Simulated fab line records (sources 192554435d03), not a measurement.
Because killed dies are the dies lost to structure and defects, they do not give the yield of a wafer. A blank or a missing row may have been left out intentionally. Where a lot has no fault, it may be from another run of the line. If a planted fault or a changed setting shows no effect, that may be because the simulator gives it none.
fab line records / flow n5-finfet
[record] lots = 4 wafers = 12 last-day = 17
route steps=1938 shown BEOL_M7@1320 BEOL_M8@1332 PASSIVATION@1936
lots untouched by any fault: they come from a run of this same line in which no faults occurred
start-h: the number of hours between the record's first day and the start of the first shown wafer of the lot / wait-h: hours elapsed since this lot's preceding step / " unchanged from the row above / L1.1+2: several wafers, shown together as one row / - either no value or no given start / * or withheld: withheld / < > ~ a bound
route shown NAME@n: NAME is a module with steps in the file, n the number in the route of the first one / usual: mean and standard deviation over wafers with no fault / same: alike in all rows / chamber/n: place in a boat / sites: per-site readings / _std_site: the standard deviation of these / _edge_site: mean of outer sites minus mean of inner sites / radius-mm: for every site, how far away it sits from the centre of the wafer / mask NAME#n: copy n / behind: tool/chamber where the wafer was last shaped / hold: what put the lot on hold/how long, in hours/how the hold closed / device: transistor that didn't switch, given as n, p or np / end of line: tests run on the same wafers once the route is complete / for a step that has no rows: nothing shown but its recipe / killed: not the wafer's yield, but the dies lost to structure and defects at the first sort / map: a wafer's dies, x killed, . not, _ none there
set.NAME: the setting as run; set.NAME@STEP: as run at that earlier step / model.NAME: the simulator's own value behind a step, which no gauge read
lots at some steps of the route; a table a step, a row a wafer
services: from which hour (start-h, from the record's first day; less than 0 if before it) a tool's chamber was out of use, for how many hours, and why
[[steps]]
[step N5_BEOL_M7_ALD_77]
[recipe] material = TaN target-thk-a = 20 temp-c = 275 ald-precursor-family = PDMAT ald-co-reactant = NH3 pressure-torr = 3 carrier-flow-sccm = 1500 pulse-time-s = 2 purge-time-s = 3 co-reactant-purge-time-s = 2 co-reactant-pulse-time-s = 3 ald-cycles = 40 precursor-vessel-temp-c = 75 precursor-vessel-pressure-torr = 26.25 precursor-vessel-carrier-sccm = 1000
[step N5_BEOL_M7_SURFACE_TREAT_79]
[recipe] gas = Ar time-s = * ion-energy-ev = * ion-current-ma-cm2 = 0.5 pressure-mtorr = * ar-flow-sccm = 30
[step N5_BEOL_M7_CVD_78]
[recipe] material = Co target-thk-a = 20 temp-c = withheld precursor = CCTBA/H2 pressure-torr = 30 time-s = 142.3
[step N5_BEOL_M7_SPUTTER_48]
[recipe] material = Cu target-thk-a = 100 temp-c = -20 bias-v = 60 power-w = 26000 chamber-pressure-pa = 0.13 time-s = 1.667
[step N5_BEOL_M7_ECD_50]
[recipe] material = Cu target-thk-a = 3000
[step N5_BEOL_M7_ANNEAL_51]
[recipe] temp-c = 225 time-s = 90 ambient = N2
[step N5_BEOL_M7_CMP_52]
[recipe] stop-on = SiCOH_lowk t-overpolish-s = 6.9 down-force-psi = 1 platen-rpm = 50 clearing-platen-down-force-psi = 1.5 clearing-platen-rpm = 50 post-cmp-clean = cu-alkaline target-thk-nm = 80 clearing-platen-pad-velocity-m-s = 0.99484 pad-velocity-m-s = 0.99484
[step N5_BEOL_M7_PRE_CLEAN_55]
[recipe] gas = NH3 time-s = 15 temp-c = withheld rf-power-w = 300
[step N5_BEOL_M7_DEP_56]
[recipe] material = SiCN target-thk-a = 100 temp-c = withheld precursor = 3MS/NH3 pressure-torr = 3 rf-w = 202 time-s = 17.5
[step N5_BEOL_M8_ILD_DEP_00]
[recipe] material = SiCOH_lowk target-thk-a = 1797.5 temp-c = 300 precursor = DEMS/porogen pressure-torr = 5 rf-w = 500 time-s = 33.4
[usual] heater-power-w = 344/74 showerhead-plenum-p-Torr = 5.741/0.013 susceptor-temp-C = 300.02/0.19 throttle-valve-pct = 13.4/0.78
lot.wafer=L798.2 tool=pecvd-04 chamber=1 start-h=231.31 wait-h=0.0 heater-power-w=412 showerhead-plenum-p-Torr=5.720 susceptor-temp-C=300.15 throttle-valve-pct=13.5 model.SiCOH_lowk_of_BEOL_M8_ILD_DEP_00.thk-nm=176.4
lot.wafer=L798.4 tool=pecvd-04 chamber=0 start-h=231.31 wait-h=0.0 heater-power-w=343 showerhead-plenum-p-Torr=5.760 susceptor-temp-C=300.17 throttle-valve-pct=12.9 model.SiCOH_lowk_of_BEOL_M8_ILD_DEP_00.thk-nm=176
lot.wafer=L798.5 tool=pecvd-04 chamber=0 start-h=231.31 wait-h=0.0 heater-power-w=363 showerhead-plenum-p-Torr=5.751 susceptor-temp-C=299.93 throttle-valve-pct=12.9 model.SiCOH_lowk_of_BEOL_M8_ILD_DEP_00.thk-nm=178.4
lot.wafer=L812.1 tool=pecvd-04 chamber=1 start-h=306.31 wait-h=0.1 heater-power-w=364 showerhead-plenum-p-Torr=5.720 susceptor-temp-C=280.33 throttle-valve-pct=13.4 model.SiCOH_lowk_of_BEOL_M8_ILD_DEP_00.thk-nm=201.8
lot.wafer=L812.3 tool=pecvd-04 chamber=2 start-h=306.31 wait-h=0.1 heater-power-w=256 showerhead-plenum-p-Torr=5.728 susceptor-temp-C=280.20 throttle-valve-pct=12.8 model.SiCOH_lowk_of_BEOL_M8_ILD_DEP_00.thk-nm=201.4
lot.wafer=L812.5 tool=pecvd-04 chamber=0 start-h=306.31 wait-h=0.1 heater-power-w=329 showerhead-plenum-p-Torr=5.771 susceptor-temp-C=279.78 throttle-valve-pct=12.7 model.SiCOH_lowk_of_BEOL_M8_ILD_DEP_00.thk-nm=203.6
lot.wafer=L814.2 tool=pecvd-04 chamber=0 start-h=317.32 wait-h=0.0 heater-power-w=273 showerhead-plenum-p-Torr=5.753 susceptor-temp-C=280.17 throttle-valve-pct=12.7 model.SiCOH_lowk_of_BEOL_M8_ILD_DEP_00.thk-nm=201.4
lot.wafer=L814.3 tool=pecvd-04 chamber=2 start-h=317.32 wait-h=0.0 heater-power-w=304 showerhead-plenum-p-Torr=5.738 susceptor-temp-C=280.03 throttle-valve-pct=12.9 model.SiCOH_lowk_of_BEOL_M8_ILD_DEP_00.thk-nm=202.6
lot.wafer=L814.5 tool=pecvd-04 chamber=0 start-h=317.32 wait-h=0.0 heater-power-w=281 showerhead-plenum-p-Torr=5.757 susceptor-temp-C=280.30 throttle-valve-pct=12.9 model.SiCOH_lowk_of_BEOL_M8_ILD_DEP_00.thk-nm=206
lot.wafer=L815.2 tool=pecvd-02 chamber=1 start-h=319.95 wait-h=0.0 heater-power-w=408 showerhead-plenum-p-Torr=5.739 susceptor-temp-C=300.21 throttle-valve-pct=13.6 model.SiCOH_lowk_of_BEOL_M8_ILD_DEP_00.thk-nm=176.4
lot.wafer=L815.5 tool=pecvd-02 chamber=0 start-h=319.95 wait-h=0.0 heater-power-w=293 showerhead-plenum-p-Torr=5.737 susceptor-temp-C=300.10 throttle-valve-pct=13.4 model.SiCOH_lowk_of_BEOL_M8_ILD_DEP_00.thk-nm=180.8
lot.wafer=L815.6 tool=pecvd-02 chamber=2 start-h=319.95 wait-h=0.0 heater-power-w=218 showerhead-plenum-p-Torr=5.749 susceptor-temp-C=299.85 throttle-valve-pct=12.6 model.SiCOH_lowk_of_BEOL_M8_ILD_DEP_00.thk-nm=179.2
[step N5_BEOL_M8_CURE_74]
[recipe] temp-c = 385 time-s = 240 ambient = He/Ar material = SiCOH_lowk
[step N5_BEOL_M8_THK_MEAS_01]
[recipe] reads = SiCOH_lowk_of_BEOL_M8_ILD_DEP_00
[usual] M8_ILD_THK = 154.4/1.8
lot.wafer=L798.2 tool=film-metro-02 chamber=- start-h=231.91 wait-h=0.4 M8_ILD_THK[nm]=152.1
lot.wafer=L798.4 tool=film-metro-02 chamber=- start-h=231.91 wait-h=0.4 M8_ILD_THK[nm]=151.7
lot.wafer=L798.5 tool=film-metro-02 chamber=- start-h=231.91 wait-h=0.4 M8_ILD_THK[nm]=153.9
lot.wafer=L812.1 tool=film-metro-02 chamber=- start-h=307.37 wait-h=0.8 M8_ILD_THK[nm]=174.3
lot.wafer=L812.3 tool=film-metro-02 chamber=- start-h=307.37 wait-h=0.8 M8_ILD_THK[nm]=174.0
lot.wafer=L812.5 tool=film-metro-02 chamber=- start-h=307.37 wait-h=0.8 M8_ILD_THK[nm]=176.0
lot.wafer=L814.2 tool=film-metro-01 chamber=- start-h=318.38 wait-h=0.7 M8_ILD_THK[nm]=174.0
lot.wafer=L814.3 tool=film-metro-01 chamber=- start-h=318.38 wait-h=0.7 M8_ILD_THK[nm]=174.9
lot.wafer=L814.5 tool=film-metro-01 chamber=- start-h=318.38 wait-h=0.7 M8_ILD_THK[nm]=178.0
lot.wafer=L815.2 tool=film-metro-02 chamber=- start-h=321.01 wait-h=0.7 M8_ILD_THK[nm]=152.1
lot.wafer=L815.5 tool=film-metro-02 chamber=- start-h=321.01 wait-h=0.7 M8_ILD_THK[nm]=155.9
lot.wafer=L815.6 tool=film-metro-02 chamber=- start-h=321.01 wait-h=0.7 M8_ILD_THK[nm]=154.5
[step N5_BEOL_M8_PECVD_70]
[recipe] material = SiO2 target-thk-a = 200 temp-c = 400 precursor = TEOS/O2 pressure-torr = 5.5 rf-w = 450 teos-flow-sccm = 53.8 gas = O2 flow-sccm = 3000 time-s = 22.7
[step N5_BEOL_M8_HM_DEP_02]
[recipe] material = TiN target-thk-a = 200 temp-c = 25 chamber-pressure-pa = 0.49996
[step N5_BEOL_M8_COAT_59]
[recipe] resist = SOC temp-c = 250 time-s = 60 spin-rpm = 1500 resist-thk-nm = 100
[step N5_BEOL_M8_COAT_60]
[recipe] resist = SiARC temp-c = 220 time-s = 60 spin-rpm = 1500 resist-thk-nm = 35
[step N5_BEOL_M8_COAT_05]
[recipe] resist = CAR-ArF spin-rpm = 1500 resist-thk-nm = 90
[step N5_BEOL_M8_EBR_07]
[recipe] solvent = PGMEA ebr-width-mm = 1.5
[step N5_BEOL_M8_SOFTBAKE_06]
[recipe] temp-c = 110 time-s = 60 resist = CAR-ArF
[step N5_BEOL_M8_EXPOSE_08]
[recipe] mask-id = M8 na = 1.35 source-shape = dipole sigma-inner = 0.817 sigma-outer = 0.97 polarization = te dose-mj = 68.25
[step N5_BEOL_M8_PEB_09]
[recipe] peb-temp-c = withheld peb-time-s = 60 resist = CAR-ArF
[step N5_BEOL_M8_DEVELOP_10]
[recipe] develop-time-s = 30 developer = TMAH resist = CAR-ArF rinse-liquid = diw dry = air-spin dev-temp-c = 23
[step N5_BEOL_M8_DESCUM_16]
[recipe] chemistry = O2 time-s = 7.9 source-power-w = 50 bias-power-w = 20 pressure-mtorr = 20 rf-frequency-hz = 2.712e+07 temp-c = 40 resist = CAR-ArF o2-flow-sccm = 225
[step N5_BEOL_M8_ETCH_61]
[recipe] chemistry = CF4 target = SiARC target-depth-a = 455 mask-material = CAR-ArF time-s = 75.8 ion-energy-ev = 80 pressure-mtorr = 40 source-w = 545 bias-w = 36 Ar_flow_sccm = 100 cf4-flow-sccm = 100 ends = cleared
[step N5_BEOL_M8_ETCH_62]
[recipe] chemistry = N2/H2 target = SOC target-depth-a = 1100 overetch-a = 220 mask-material = SiARC temp-c = 40 time-s = 165 ion-energy-ev = 200 pressure-mtorr = 30 source-w = 840 bias-w = 150 n2-flow-sccm = 200 h2-flow-sccm = 200
[step N5_BEOL_M8_STRIP_68]
[recipe] chemistry = N2/H2 temp-c = 40 n2-flow-sccm = 200 h2-flow-sccm = 200 rf-frequency-hz = 6e+07
[step N5_BEOL_M8_STRIP_67]
[recipe] chemistry = CF4 resist = SiARC power-w = 300 bias-power-w = 75 pressure-mtorr = 50 cf4-flow-sccm = 150 rf-frequency-hz = 6e+07
[step N5_BEOL_M8_HM_OPEN_17]
[recipe] chemistry = Cl2/BCl3 target-depth-a = 200 overetch-a = 60 target = TiN mask-material = SOC ion-energy-ev = 150 pressure-mtorr = 10 icp-w = 1000 bias-w = 126 Cl2_flow_sccm = 53.25 bcl3-flow-sccm = 21.75 Ar_flow_sccm = 25
[step N5_BEOL_M8_STRIP_19]
[recipe] chemistry = O2 power-w = 400 temp-c = 40 pressure-mtorr = 30 rf-frequency-hz = 6e+07 bias-power-w = 0 overash-fraction = 0.2 o2-flow-sccm = 225
[step N5_BEOL_M8_COAT_63]
[recipe] resist = SOC temp-c = 250 time-s = 60 spin-rpm = 1500 resist-thk-nm = 60
[step N5_BEOL_M8_COAT_64]
[recipe] resist = SiARC temp-c = 220 time-s = 60 spin-rpm = 1500 resist-thk-nm = 12
[step N5_BEOL_M8_COAT_71]
[recipe] resist = underlayer temp-c = 205 time-s = 60 spin-rpm = 1500 resist-thk-nm = 5
[step N5_BEOL_M8_COAT_22]
[recipe] resist = CAR-EUV spin-rpm = 1500 resist-thk-nm = 30
[step N5_BEOL_M8_EBR_24]
[recipe] solvent = PGMEA ebr-width-mm = 1.5
[step N5_BEOL_M8_SOFTBAKE_23]
[recipe] temp-c = 110 time-s = 60 resist = CAR-EUV
[step N5_BEOL_M8_CMP_52]
[recipe] stop-on = SiCOH_lowk t-overpolish-s = 6.9 down-force-psi = 1 platen-rpm = 50 clearing-platen-down-force-psi = 1.5 clearing-platen-rpm = 50 post-cmp-clean = cu-alkaline target-thk-nm = 80 clearing-platen-pad-velocity-m-s = 0.99484 pad-velocity-m-s = 0.99484
[usual] motor-current-A = 5.9/0.49 slurry-flow-ml-min = 150.0/0.45
lot.wafer=L798.2 tool=cmp-03 chamber=3 start-h=239.33 wait-h=0.2 motor-current-A=6.9 slurry-flow-ml-min=150.5 model.SiCOH_lowk_of_BEOL_M8_ILD_DEP_00.thk-nm=149
lot.wafer=L798.4 tool=cmp-03 chamber=0 start-h=239.33 wait-h=0.2 motor-current-A=6.2 slurry-flow-ml-min=149.9 model.SiCOH_lowk_of_BEOL_M8_ILD_DEP_00.thk-nm=148.6
lot.wafer=L798.5 tool=cmp-03 chamber=3 start-h=239.33 wait-h=0.2 motor-current-A=7.1 slurry-flow-ml-min=149.8 model.SiCOH_lowk_of_BEOL_M8_ILD_DEP_00.thk-nm=150.8
lot.wafer=L812.3 tool=cmp-04 chamber=2 start-h=315.61 wait-h=0.2 motor-current-A=6.1 slurry-flow-ml-min=149.5 model.SiCOH_lowk_of_BEOL_M8_ILD_DEP_00.thk-nm=171
lot.wafer=L812.1 tool=cmp-04 chamber=3 start-h=315.61 wait-h=0.2 motor-current-A=6.0 slurry-flow-ml-min=150.5 model.SiCOH_lowk_of_BEOL_M8_ILD_DEP_00.thk-nm=171.4
lot.wafer=L812.5 tool=cmp-04 chamber=1 start-h=315.61 wait-h=0.2 motor-current-A=6.1 slurry-flow-ml-min=150.3 model.SiCOH_lowk_of_BEOL_M8_ILD_DEP_00.thk-nm=172.8
lot.wafer=L814.2 tool=cmp-04 chamber=2 start-h=325.94 wait-h=0.3 motor-current-A=6.2 slurry-flow-ml-min=149.9 model.SiCOH_lowk_of_BEOL_M8_ILD_DEP_00.thk-nm=170.8
lot.wafer=L814.3 tool=cmp-04 chamber=1 start-h=325.94 wait-h=0.3 motor-current-A=6.2 slurry-flow-ml-min=149.8 model.SiCOH_lowk_of_BEOL_M8_ILD_DEP_00.thk-nm=172
lot.wafer=L814.5 tool=cmp-04 chamber=3 start-h=325.94 wait-h=0.3 motor-current-A=5.7 slurry-flow-ml-min=149.9 model.SiCOH_lowk_of_BEOL_M8_ILD_DEP_00.thk-nm=174.8
lot.wafer=L815.2 tool=cmp-01 chamber=3 start-h=329.05 wait-h=0.2 motor-current-A=5.7 slurry-flow-ml-min=150.3 model.SiCOH_lowk_of_BEOL_M8_ILD_DEP_00.thk-nm=149
lot.wafer=L815.6 tool=cmp-01 chamber=2 start-h=329.05 wait-h=0.2 motor-current-A=5.0 slurry-flow-ml-min=150.4 model.SiCOH_lowk_of_BEOL_M8_ILD_DEP_00.thk-nm=151.6
lot.wafer=L815.5 tool=cmp-01 chamber=3 start-h=329.05 wait-h=0.2 motor-current-A=5.6 slurry-flow-ml-min=149.5 model.SiCOH_lowk_of_BEOL_M8_ILD_DEP_00.thk-nm=152.8
[step N5_PASSIVATION_PROBE_49]
[usual] defect-limited-yield = 91.7/1.5 killed_at_M0_to_M3 = 30/8.6 killed_at_M4_up = 12/4.5 killed-at-contacts = 13/5.8 killed-at-front-end = 38/11 killed-at-other = 4/3 killed-dies = 97/17 killed-open = 63/12 killed-short = 32/8.8 sort_bin_5_function = 4.8/0.91 sort_bin_6_memory = 3.1/0.68 sort-n-pass = 1083/17 sort-yield-pct = 91.7/1.5
[same] gross-dies = 1180 killed-at-back-side = 0 sort_bin_4_leakage[%] = 0 sort_bin_8_speed[%] = 0
lot.wafer=L798.2 tool=prober-02 chamber=- start-h=302.21 wait-h=0.1 defect-limited-yield[%]=93.3 killed_at_M0_to_M3=23 killed_at_M4_up=8 killed-at-contacts=11 killed-at-front-end=33 killed-at-other=4 killed-dies=79 killed-open=51 killed-short=26 sort_bin_5_function[%]=4.4 sort_bin_6_memory[%]=2.2 sort-n-pass=1101 sort-yield-pct[%]=93.3
lot.wafer=L798.4 tool=prober-02 chamber=- start-h=302.31 wait-h=0.2 defect-limited-yield[%]=89.7 killed_at_M0_to_M3=24 killed_at_M4_up=13 killed-at-contacts=5 killed-at-front-end=69 killed-at-other=10 killed-dies=121 killed-open=66 killed-short=49 sort_bin_5_function[%]=6.1 sort_bin_6_memory[%]=3.3 sort-n-pass=1059 sort-yield-pct[%]=89.7
lot.wafer=L798.5 tool=prober-02 chamber=- start-h=302.36 wait-h=0.2 defect-limited-yield[%]=91.4 killed_at_M0_to_M3=24 killed_at_M4_up=11 killed-at-contacts=10 killed-at-front-end=51 killed-at-other=5 killed-dies=101 killed-open=68 killed-short=29 sort_bin_5_function[%]=5.0 sort_bin_6_memory[%]=3.0 sort-n-pass=1079 sort-yield-pct[%]=91.4
lot.wafer=L812.1 tool=prober-02 chamber=- start-h=385.12 wait-h=0.0 defect-limited-yield[%]=92.5 killed_at_M0_to_M3=18 killed_at_M4_up=9 killed-at-contacts=7 killed-at-front-end=52 killed-at-other=3 killed-dies=89 killed-open=55 killed-short=34 sort_bin_5_function[%]=4.4 sort_bin_6_memory[%]=2.7 sort-n-pass=1091 sort-yield-pct[%]=92.5
lot.wafer=L812.3 tool=prober-02 chamber=- start-h=385.22 wait-h=0.1 defect-limited-yield[%]=90.3 killed_at_M0_to_M3=25 killed_at_M4_up=12 killed-at-contacts=9 killed-at-front-end=59 killed-at-other=10 killed-dies=115 killed-open=79 killed-short=35 sort_bin_5_function[%]=5.2 sort_bin_6_memory[%]=4.3 sort-n-pass=1065 sort-yield-pct[%]=90.3
lot.wafer=L812.5 tool=prober-02 chamber=- start-h=385.32 wait-h=0.2 defect-limited-yield[%]=90.5 killed_at_M0_to_M3=43 killed_at_M4_up=15 killed-at-contacts=4 killed-at-front-end=44 killed-at-other=6 killed-dies=112 killed-open=77 killed-short=34 sort_bin_5_function[%]=5.9 sort_bin_6_memory[%]=3.2 sort-n-pass=1068 sort-yield-pct[%]=90.5
lot.wafer=L814.2 tool=prober-02 chamber=- start-h=391.06 wait-h=0.1 defect-limited-yield[%]=90.2 killed_at_M0_to_M3=25 killed_at_M4_up=11 killed-at-contacts=10 killed-at-front-end=57 killed-at-other=13 killed-dies=116 killed-open=64 killed-short=50 sort_bin_5_function[%]=5.3 sort_bin_6_memory[%]=4.1 sort-n-pass=1064 sort-yield-pct[%]=90.2
lot.wafer=L814.3 tool=prober-02 chamber=- start-h=391.11 wait-h=0.1 defect-limited-yield[%]=92.6 killed_at_M0_to_M3=34 killed_at_M4_up=11 killed-at-contacts=4 killed-at-front-end=31 killed-at-other=7 killed-dies=87 killed-open=61 killed-short=22 sort_bin_5_function[%]=4.4 sort_bin_6_memory[%]=2.9 sort-n-pass=1093 sort-yield-pct[%]=92.6
lot.wafer=L814.5 tool=prober-02 chamber=- start-h=391.21 wait-h=0.2 defect-limited-yield[%]=92.2 killed_at_M0_to_M3=22 killed_at_M4_up=9 killed-at-contacts=2 killed-at-front-end=54 killed-at-other=5 killed-dies=92 killed-open=64 killed-short=25 sort_bin_5_function[%]=4.8 sort_bin_6_memory[%]=2.5 sort-n-pass=1088 sort-yield-pct[%]=92.2
lot.wafer=L815.2 tool=prober-01 chamber=- start-h=399.23 wait-h=0.1 defect-limited-yield[%]=91.6 killed_at_M0_to_M3=43 killed_at_M4_up=11 killed-at-contacts=12 killed-at-front-end=30 killed-at-other=3 killed-dies=99 killed-open=58 killed-short=35 sort_bin_5_function[%]=4.5 sort_bin_6_memory[%]=3.7 sort-n-pass=1081 sort-yield-pct[%]=91.6
lot.wafer=L815.5 tool=prober-01 chamber=- start-h=399.38 wait-h=0.2 defect-limited-yield[%]=91.9 killed_at_M0_to_M3=27 killed_at_M4_up=17 killed-at-contacts=15 killed-at-front-end=31 killed-at-other=5 killed-dies=95 killed-open=63 killed-short=29 sort_bin_5_function[%]=5.0 sort_bin_6_memory[%]=2.7 sort-n-pass=1085 sort-yield-pct[%]=91.9
lot.wafer=L815.6 tool=prober-01 chamber=- start-h=399.43 wait-h=0.3 defect-limited-yield[%]=93.1 killed_at_M0_to_M3=15 killed_at_M4_up=16 killed-at-contacts=10 killed-at-front-end=40 killed-at-other=1 killed-dies=82 killed-open=49 killed-short=30 sort_bin_5_function[%]=4.1 sort_bin_6_memory[%]=2.8 sort-n-pass=1098 sort-yield-pct[%]=93.1
// killed by level:class
L798.2 MOL_CONTACT_COAG:geometric-particle:open=11 BEOL_M0_SAQP:geometric-particle:short=10 STI_FIN_REVEAL:geometric-particle:open=7 BEOL_M0_SAQP:geometric-particle:open=5 FIN_SAQP:geometric-particle:short=4 STI_FIN_REVEAL:geometric-particle:short=4 BEOL_M2:geometric-particle:open=4 BEOL_M4:geometric-particle:open=4
L798.4 FIN_SAQP:geometric-particle:short=16 FIN_SAQP:geometric-particle:open=14 DUMMY_GATE:geometric-particle:open=7 BEOL_M0_SAQP:geometric-particle:short=7 MIM_TOP:geometric-particle:short=7 BEOL_M0_SAQP:geometric-particle:open=6 STI_FIN_REVEAL:geometric-particle:open=5 GATE_CUT:geometric-particle:short=5
L798.5 STI_FIN_REVEAL:geometric-particle:open=12 BEOL_M2:geometric-particle:open=10 FIN_SAQP:geometric-particle:open=9 MOL_CONTACT_COAG:geometric-particle:open=8 FIN_SAQP:geometric-particle:short=7 DUMMY_GATE:geometric-particle:open=4 ILD0:geometric-particle:open=4 BEOL_M0_SAQP:geometric-particle:short=4
L812.1 FIN_SAQP:geometric-particle:open=12 STI_FIN_REVEAL:geometric-particle:open=7 GATE_CUT:geometric-particle:open=7 STARTING-WAFER:geometric-particle:short=6 GATE_CUT:geometric-particle:short=5 MOL_CONTACT_COAG:geometric-particle:open=5 BEOL_M0_SAQP:geometric-particle:short=5 BEOL_M2:geometric-particle:open=4
L812.3 FIN_SAQP:geometric-particle:open=16 STI_FIN_REVEAL:geometric-particle:open=11 BEOL_M0_SAQP:geometric-particle:short=8 DUMMY_GATE:geometric-particle:open=7 GATE_CUT:geometric-particle:open=6 MOL_CONTACT_COAG:geometric-particle:open=6 BEOL_M3:geometric-particle:open=6 BEOL_M4:geometric-particle:open=6
L812.5 BEOL_M0_SAQP:geometric-particle:short=15 BEOL_M0_SAQP:geometric-particle:open=10 FIN_SAQP:geometric-particle:short=8 BEOL_M4:geometric-particle:open=8 STI_FIN_REVEAL:geometric-particle:open=8 BEOL_M2:geometric-particle:open=8 FIN_SAQP:geometric-particle:open=7 BEOL_M3:geometric-particle:open=6
L814.2 STI_FIN_REVEAL:geometric-particle:open=13 FIN_SAQP:geometric-particle:short=11 FIN_SAQP:geometric-particle:open=10 MOL_CONTACT_COAG:geometric-particle:open=9 STI_FIN_REVEAL:geometric-particle:short=7 BEOL_M0_SAQP:geometric-particle:short=7 BEOL_M3:geometric-particle:open=5 BEOL_M0_SAQP:geometric-particle:open=5
L814.3 FIN_SAQP:geometric-particle:open=9 BEOL_M0_SAQP:geometric-particle:short=7 BEOL_M2:geometric-particle:open=7 STI_FIN_REVEAL:geometric-particle:open=6 BEOL_M0_SAQP:geometric-particle:open=6 BEOL_M0:geometric-particle:short=5 GATE_CUT:geometric-particle:open=4 MOL_CONTACT_COAG:geometric-particle:open=4
L814.5 STI_FIN_REVEAL:geometric-particle:open=14 FIN_SAQP:geometric-particle:open=11 BEOL_M0:geometric-particle:open=8 GATE_CUT:geometric-particle:short=6 BEOL_M3:geometric-particle:open=6 FIN_SAQP:geometric-particle:short=4 GATE_CUT:geometric-particle:open=4 BEOL_M0_SAQP:geometric-particle:short=4
L815.2 BEOL_M0_SAQP:geometric-particle:short=15 BEOL_M0_SAQP:geometric-particle:open=12 MOL_CONTACT_COAG:geometric-particle:open=8 STI_FIN_REVEAL:geometric-particle:open=5 DUMMY_GATE:geometric-particle:open=5 BEOL_M3:geometric-particle:open=4 BEOL_M2:geometric-particle:open=4 DUMMY_GATE:geometric-particle:short=3
L815.5 STI_FIN_REVEAL:geometric-particle:open=11 MOL_CONTACT_COAG:geometric-particle:open=11 BEOL_M4:geometric-particle:open=8 ILD0:geometric-particle:short=6 BEOL_M0_SAQP:geometric-particle:short=6 BEOL_M2:geometric-particle:open=6 BEOL_M0_SAQP:geometric-particle:open=5 ILD0:geometric-particle:open=4
L815.6 ILD0:geometric-particle:short=7 FIN_SAQP:geometric-particle:short=6 DUMMY_GATE:geometric-particle:open=6 ILD0:geometric-particle:open=6 MOL_CONTACT_COAG:geometric-particle:open=6 BEOL_M4:geometric-particle:open=6 BEOL_M0_SAQP:geometric-particle:open=5 STI_FIN_REVEAL:geometric-particle:open=4
[[services]]
tool=cmp-01 chamber=- start-h=236.01 hours=1.9 kind=repair
tool=cmp-01 chamber=- start-h=246.46 hours=1.2 kind=repair
tool=cmp-01 chamber=- start-h=250.04 hours=15.5 kind=pm
tool=cmp-03 chamber=- start-h=252.05 hours=1.9 kind=repair
tool=pecvd-02 chamber=2 start-h=260.86 hours=- kind=calibration
tool=cmp-04 chamber=- start-h=292.04 hours=4.0 kind=pm
tool=cmp-04 chamber=- start-h=296.04 hours=- kind=consumable-replace:conditioner
tool=cmp-04 chamber=- start-h=296.04 hours=- kind=consumable-replace:pad
tool=cmp-01 chamber=- start-h=303.96 hours=3.1 kind=repair
tool=cmp-03 chamber=- start-h=308.01 hours=3.7 kind=pm
tool=cmp-03 chamber=- start-h=314.98 hours=1.8 kind=repair
tool=cmp-01 chamber=- start-h=316.49 hours=4.0 kind=pm
tool=cmp-01 chamber=- start-h=320.49 hours=- kind=consumable-replace:conditioner
tool=cmp-01 chamber=- start-h=320.49 hours=- kind=consumable-replace:pad
tool=cmp-01 chamber=- start-h=325.97 hours=1.0 kind=repair
[[key]]
[first-sign] step = N5_BEOL_M8_ILD_DEP_00 reading = susceptor-temp-C direction = down sigmas = 99+ usual = * struck = *
[effect] step = N5_BEOL_M8_THK_MEAS_01 reading = M8_ILD_THK direction = up sigmas = 11 usual = 154.4 struck = 175.2
[model-effect] step = N5_BEOL_M8_ILD_DEP_00 value = SiCOH_lowk_of_BEOL_M8_ILD_DEP_00.thk-nm without = 180 struck = 202.8
[model-effect] step = N5_BEOL_M8_CMP_52 value = SiCOH_lowk_of_BEOL_M8_ILD_DEP_00.thk-nm without = 152.3 struck = 172.1
met-at N5_BEOL_M8_ILD_DEP_00
struck-wafers L812.1,L812.3,L812.5,L814.2,L814.3,L814.5
onset-between 231.31 306.31
[fault] kind = process-parameter-drift tool = pecvd-04 chamber = - onset-h = 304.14 steps = N5_BEOL_M8_ILD_DEP_00 channel = temp-c offset = * shape = step end-h = 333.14 acts-in = * stated = *
